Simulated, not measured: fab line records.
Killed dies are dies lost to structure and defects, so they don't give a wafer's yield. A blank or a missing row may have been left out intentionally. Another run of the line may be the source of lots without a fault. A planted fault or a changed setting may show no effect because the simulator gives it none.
Which tool is to blame? + flow n5_finfet + Sampling: 24 lots, 72 wafers, 4 of 1938 route steps

== WHAT EACH GAUGE READ, for each wafer ==
N5_BEOL_M4_INSPECT_59: inspects for defects (darkfield).
| lot  | measured     | on                | raw_defect_count |
|------|--------------|-------------------|------------------|
| L074 | day 8 06:52  | defect_inspect-02 | 100 46 86        |
| L076 | day 8 09:46  | defect_inspect-02 | 72 80 84         |
| L075 | day 8 23:35  | defect_inspect-01 | 127 112 60       |
| L077 | day 9 04:03  | defect_inspect-01 | 55 64 111        |
| L078 | day 9 07:07  | defect_inspect-02 | 21 65 52         |
| L080 | day 9 13:58  | defect_inspect-01 | 81 101 151       |
| L079 | day 9 17:01  | defect_inspect-02 | 75 92 103        |
| L082 | day 9 21:12  | defect_inspect-02 | 107 103 69       |
| L081 | day 10 09:41 | defect_inspect-01 | 64 78 36         |
| L084 | day 10 10:58 | defect_inspect-02 | 54 77 129        |
| L083 | day 10 09:10 | defect_inspect-01 | 82 131 96        |
| L085 | day 11 05:13 | defect_inspect-02 | 135 145 90       |
| L087 | day 11 15:50 | defect_inspect-02 | 71 33 52         |
| L086 | day 11 16:28 | defect_inspect-01 | 77 59 57         |
| L088 | day 11 22:14 | defect_inspect-02 | 48 148 75        |
| L089 | day 12 00:10 | defect_inspect-01 | 119 92 84        |
| L090 | day 12 00:13 | defect_inspect-02 | 99 86 98         |
| L091 | day 12 08:16 | defect_inspect-01 | 71 51 45         |
| L092 | day 12 08:05 | defect_inspect-01 | 97 91 107        |
| L093 | day 13 05:03 | defect_inspect-01 | 182 119 119      |
| L095 | day 13 07:55 | defect_inspect-01 | 127 61 107       |
| L094 | day 13 09:19 | defect_inspect-01 | 150 89 108       |
| L096 | day 13 10:32 | defect_inspect-02 | 96 83 62         |
| L097 | day 14 02:47 | defect_inspect-01 | 90 67 40         |

N5_BEOL_M5_CD_MEAS_11: target cd 27.74 nm.
| lot  | measured     | on        | cd_nm (nm)        |
|------|--------------|-----------|-------------------|
| L074 | day 8 09:38  | cd_sem-01 | 27.91 28.22 28.14 |
| L076 | day 8 12:44  | cd_sem-02 | 28.07 28.47 28.16 |
| L075 | day 9 03:34  | cd_sem-03 | 27.83 27.89 27.97 |
| L077 | day 9 06:41  | cd_sem-02 | 28.57 27.97 28.46 |
| L078 | day 9 09:47  | cd_sem-01 | 28.31 28.08 28.05 |
| L080 | day 9 17:07  | cd_sem-02 | 28.04 28.23 28.79 |
| L079 | day 9 20:28  | cd_sem-02 | 28.51 27.89 27.96 |
| L082 | day 9 23:41  | cd_sem-01 | 28.02 28.25 28.33 |
| L081 | day 10 12:07 | cd_sem-03 | 28.73 28.35 28.01 |
| L084 | day 10 15:13 | cd_sem-01 | 27.92 28.25 27.79 |
| L083 | day 10 11:53 | cd_sem-01 | 28.18 28.22 28.16 |
| L085 | day 11 08:06 | cd_sem-02 | 28.13 28.23 28.00 |
| L087 | day 11 18:55 | cd_sem-03 | 27.67 27.72 27.88 |
| L086 | day 11 19:09 | cd_sem-03 | 27.74 27.59 28.37 |
| L088 | day 12 02:49 | cd_sem-01 | 28.43 27.92 28.24 |
| L089 | day 12 03:35 | cd_sem-02 | 28.20 27.72 28.61 |
| L090 | day 12 03:49 | cd_sem-02 | 28.16 27.94 27.87 |
| L091 | day 12 13:23 | cd_sem-03 | 27.63 28.33 28.01 |
| L092 | day 12 13:08 | cd_sem-01 | 27.95 27.83 27.60 |
| L093 | day 13 07:38 | cd_sem-01 | 28.11 27.47 28.02 |
| L095 | day 13 11:10 | cd_sem-02 | 27.80 27.53 28.10 |
| L094 | day 13 12:30 | cd_sem-02 | 28.22 28.22 28.06 |
| L096 | day 13 13:10 | cd_sem-03 | 27.80 27.80 28.09 |
| L097 | day 14 05:43 | cd_sem-03 | 28.26 28.23 27.77 |

== TOOL THAT RAN EACH LOT (tool first, then ch and the chambers of the sampled wafers, then the start) ==
| lot  | N5_BEOL_M3_CO_CAP_55             | N5_BEOL_M5_HM_DEP_02         |
|------|----------------------------------|------------------------------|
| L074 | cvd_co-01 ch 0,1, day 7 16:17    | pvd_sputter-03, day 8 09:14  |
| L076 | cvd_co-01 ch 0,1,2, day 8 01:42  | pvd_sputter-02, day 8 12:20  |
| L075 | cvd_co-02 ch 0,1,2, day 8 10:19  | pvd_sputter-01, day 9 03:02  |
| L077 | cvd_co-01 ch 0,1,2, day 8 13:16  | pvd_sputter-03, day 9 06:10  |
| L078 | cvd_co-02 ch 0,1,2, day 8 16:04  | pvd_sputter-02, day 9 09:23  |
| L080 | cvd_co-01 ch 0,2, day 9 03:46    | pvd_sputter-02, day 9 16:36  |
| L079 | cvd_co-01 ch 0,1,2, day 9 07:25  | pvd_sputter-01, day 9 19:57  |
| L082 | cvd_co-02 ch 0,2, day 9 11:49    | pvd_sputter-01, day 9 23:17  |
| L081 | cvd_co-02 ch 0,2, day 9 20:16    | pvd_sputter-02, day 10 11:35 |
| L084 | cvd_co-01 ch 0,1, day 9 23:11    | pvd_sputter-01, day 10 14:43 |
| L083 | cvd_co-01 ch 0,1,2, day 9 23:25  | pvd_sputter-02, day 10 11:29 |
| L085 | cvd_co-01 ch 0,1, day 10 14:52   | pvd_sputter-02, day 11 07:43 |
| L087 | cvd_co-01 ch 0,1, day 11 03:03   | pvd_sputter-01, day 11 18:32 |
| L086 | cvd_co-02 ch 0,2, day 11 04:32   | pvd_sputter-01, day 11 18:38 |
| L088 | cvd_co-02 ch 0,2, day 11 08:40   | pvd_sputter-01, day 12 02:26 |
| L089 | cvd_co-02 ch 0,1,2, day 11 11:03 | pvd_sputter-01, day 12 03:11 |
| L090 | cvd_co-01 ch 0,1,2, day 11 11:31 | pvd_sputter-01, day 12 03:17 |
| L091 | cvd_co-02 ch 0,1,2, day 11 19:57 | pvd_sputter-01, day 12 12:51 |
| L092 | cvd_co-02 ch 0,1,2, day 11 23:04 | pvd_sputter-01, day 12 12:45 |
| L093 | cvd_co-02 ch 1,2, day 12 17:26   | pvd_sputter-03, day 13 07:15 |
| L095 | cvd_co-02 ch 0,1,2, day 12 21:48 | pvd_sputter-03, day 13 10:37 |
| L094 | cvd_co-02 ch 0,1, day 12 23:44   | pvd_sputter-03, day 13 12:07 |
| L096 | cvd_co-01 ch 1,2, day 13 02:51   | pvd_sputter-02, day 13 12:40 |
| L097 | cvd_co-02 ch 0,1,2, day 13 17:32 | pvd_sputter-02, day 14 05:11 |
- N5_BEOL_M3_CO_CAP_55: material Co, precursor CCTBA/H2, target thk 2 nm, time 102.1 s.
- N5_BEOL_M5_HM_DEP_02: deposits TiN, target thk 20 nm.

== WHAT THE TOOLS THEMSELVES READ (means of the sampled wafers that have a number; where no wafer has one, the mark that the record gives instead) ==
N5_BEOL_M3_CO_CAP_55.
| lot  | tool      | heater_power_w (W) |
|------|-----------|--------------------|
| L074 | cvd_co-01 | 257                |
| L076 | cvd_co-01 | 240                |
| L075 | cvd_co-02 | 236                |
| L077 | cvd_co-01 | 236                |
| L078 | cvd_co-02 | 236                |
| L080 | cvd_co-01 | 220                |
| L079 | cvd_co-01 | 233                |
| L082 | cvd_co-02 | 243                |
| L081 | cvd_co-02 | 234                |
| L084 | cvd_co-01 | 241                |
| L083 | cvd_co-01 | 235                |
| L085 | cvd_co-01 | 242                |
| L087 | cvd_co-01 | 245                |
| L086 | cvd_co-02 | 244                |
| L088 | cvd_co-02 | 233                |
| L089 | cvd_co-02 | 236                |
| L090 | cvd_co-01 | 236                |
| L091 | cvd_co-02 | 236                |
| L092 | cvd_co-02 | 236                |
| L093 | cvd_co-02 | 225                |
| L095 | cvd_co-02 | 239                |
| L094 | cvd_co-02 | 240                |
| L096 | cvd_co-01 | 236                |
| L097 | cvd_co-02 | 234                |

N5_BEOL_M5_HM_DEP_02.
| lot  | tool           | substrate_temp_c (C) | throttle_valve_pct (%) |
|------|----------------|----------------------|------------------------|
| L074 | pvd_sputter-03 | 25.11                | 29.9                   |
| L076 | pvd_sputter-02 | 25.12                | 29.3                   |
| L075 | pvd_sputter-01 | 25.09                | 30.7                   |
| L077 | pvd_sputter-03 | 24.98                | 30.6                   |
| L078 | pvd_sputter-02 | 25.03                | 31.0                   |
| L080 | pvd_sputter-02 | 24.95                | 30.4                   |
| L079 | pvd_sputter-01 | 24.98                | 30.3                   |
| L082 | pvd_sputter-01 | 24.95                | 30.6                   |
| L081 | pvd_sputter-02 | 25.12                | 29.9                   |
| L084 | pvd_sputter-01 | 24.97                | 30.3                   |
| L083 | pvd_sputter-02 | 25.00                | 30.0                   |
| L085 | pvd_sputter-02 | 24.91                | 31.0                   |
| L087 | pvd_sputter-01 | 25.02                | 30.3                   |
| L086 | pvd_sputter-01 | 24.98                | 30.2                   |
| L088 | pvd_sputter-01 | 25.08                | 30.6                   |
| L089 | pvd_sputter-01 | 25.02                | 30.3                   |
| L090 | pvd_sputter-01 | 25.02                | 30.5                   |
| L091 | pvd_sputter-01 | 25.02                | 30.0                   |
| L092 | pvd_sputter-01 | 24.98                | 30.2                   |
| L093 | pvd_sputter-03 | 24.95                | 30.3                   |
| L095 | pvd_sputter-03 | 25.01                | 30.1                   |
| L094 | pvd_sputter-03 | 25.02                | 30.2                   |
| L096 | pvd_sputter-02 | 25.07                | 30.5                   |
| L097 | pvd_sputter-02 | 24.87                | 30.2                   |

== THE ANSWER, worked out from the rows above alone ==
Rule: the usual values come from the lots themselves. The widest of any qualifying gaps counts: lots, ordered by their means at a reading, are off when they make up no more than a third of the lots, leave a main group of 4 or more, and stand apart from it by 3 or more times the standard deviation of that group's means. A main group whose means are all the same, to the digits that the tables above print for the reading, isn't used. Also off: a lot with no number at a reading for which 4 or more lots have one. All remaining lots with rows at the step are treated as sound. Order of review: gauges by route order, followed by the tools' own readings, for which a lot's mean as printed above is used. At the first step where some lot is off, the reading lying furthest off is the one used; lots without a number count as furthest.
No lot is off on any of the readings shown, so nothing can be concluded from this.

== WHAT THE SIMULATOR HAD PUT IN ==
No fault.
